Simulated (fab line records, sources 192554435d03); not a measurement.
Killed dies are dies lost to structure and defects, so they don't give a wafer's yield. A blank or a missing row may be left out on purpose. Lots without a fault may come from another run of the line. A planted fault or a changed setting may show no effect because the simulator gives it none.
One fault seen from 2 desks | flow n5_finfet | each desk has only its own numbers; what lay behind them comes last

THE METROLOGY DESK
What the gauges read, lot by lot, whatever tool the lot ran on: means of the sampled wafers that have a number. A lot is out of limits, marked OUT, if its mean lies more than 4 standard deviations from the usual mean; the brackets give that distance. Of its 19 readings 7 are shown: the one that was out of limits first, and those that lie furthest out on some lot.
Columns: A = IOFF_N_LIN at N5_BEOL_M4_RC_MEAS_101, usual 0.078 nA/um; B = IOFF_N_LONG at N5_BEOL_M4_RC_MEAS_101, usual 5.47e-05 nA/um; C = IOFF_P_LONG at N5_BEOL_M4_RC_MEAS_101, usual 0.000102 nA/um; D = ION_N at N5_BEOL_M4_RC_MEAS_101, usual 680 uA/um; E = VT_N at N5_BEOL_M4_RC_MEAS_101, usual 248.9 mV; F = VT_N_LONG at N5_BEOL_M4_RC_MEAS_101, usual 275.3 mV; G = VT_N_LVT at N5_BEOL_M4_RC_MEAS_101, usual 97 mV
lot  | first seen here | A     | B                   | C                   | D              | E                | F                | G
L848 | day 8 19:38     | 0.075 | 5.82e-05            | 0.000107            | 677            | 248.3            | 273.9            | 97
L852 | day 9 19:16     | 0.077 | 5.17e-05            | 0.000092            | 676            | 250.7            | 276.9            | 97
L846 | day 9 21:03     | 0.082 | 5.54e-05            | 0.000111            | 687            | 247.8            | 275.5            | 97
L851 | day 10 00:26    | 0.089 | 5.54e-05            | 0.000101            | 691            | 246.3            | 275.3            | 94
L856 | day 10 19:43    | 0.075 | 5.27e-05            | 0.000093            | 673            | 248.9            | 276.9            | 98
L857 | day 11 00:59    | 0.074 | 5.40e-05            | 0.000096            | 678            | 250.0            | 275.2            | 98
L862 | day 12 17:26    | 0.072 | 4.55e-05            | 0.000097            | 652            | 262.2 (+4.6) OUT | 291.9 (+9.2) OUT | 110 (+4.4) OUT
L863 | day 12 22:01    | 0.035 | 3.43e-05 (-7.9) OUT | 0.000145 (+4.3) OUT | 604 (-6.9) OUT | 283.3 (+12) OUT  | 309.6 (+19) OUT  | 133 (+12) OUT
This desk's finding: out of limits on L862, L863; first on L862, day 12 17:26 (VT_N at N5_BEOL_M4_RC_MEAS_101). In limits: L848, L852, L846, L851, L856, L857.

THE TOOL OWNER'S DESK: ald_metal-01
The tool's own readings at N5_HKMG_FIN_NWFM_ALD_20 (deposits TiAlC, target thk 2 nm, pulse time 3 s, purge time 2 s): means of the sampled wafers that have a number, for each lot that ran on this tool. A lot is out of limits, marked OUT, if its mean lies more than 4 standard deviations from the usual mean; the brackets give that distance.
Columns: A = heater_power_w at N5_HKMG_FIN_NWFM_ALD_20, usual 492 W; B = precursor_pulse_height_rel at N5_HKMG_FIN_NWFM_ALD_20, usual 1.002
lot  | first seen here | A   | B
L848 | day 4 21:05     | 469 | 0.996
L846 | day 5 13:51     | 469 | 0.985
L852 | day 5 18:39     | 483 | 1.016
L862 | day 8 02:32     | 489 | 1.002
L863 | day 8 13:34     | 510 | 1.017
This desk's finding: nothing out of limits on any of the 5 lots.

PUT TOGETHER
The metrology desk could have raised an alarm at day 12 17:26, on L862, L863.
The tool owner's desk saw nothing out of limits.
The tool owner's desk has L862, L863 on record, within its limits.
Of the lots named, all ran N5_HKMG_FIN_NWFM_ALD_20 on ald_metal-01.

WHAT THE SIMULATOR HAD PUT IN
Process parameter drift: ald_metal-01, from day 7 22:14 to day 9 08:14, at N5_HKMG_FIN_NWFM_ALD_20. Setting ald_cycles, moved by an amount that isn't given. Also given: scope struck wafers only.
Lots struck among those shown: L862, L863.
Hours from the fault's start to each desk's first reading out of limits: the metrology desk, 115.
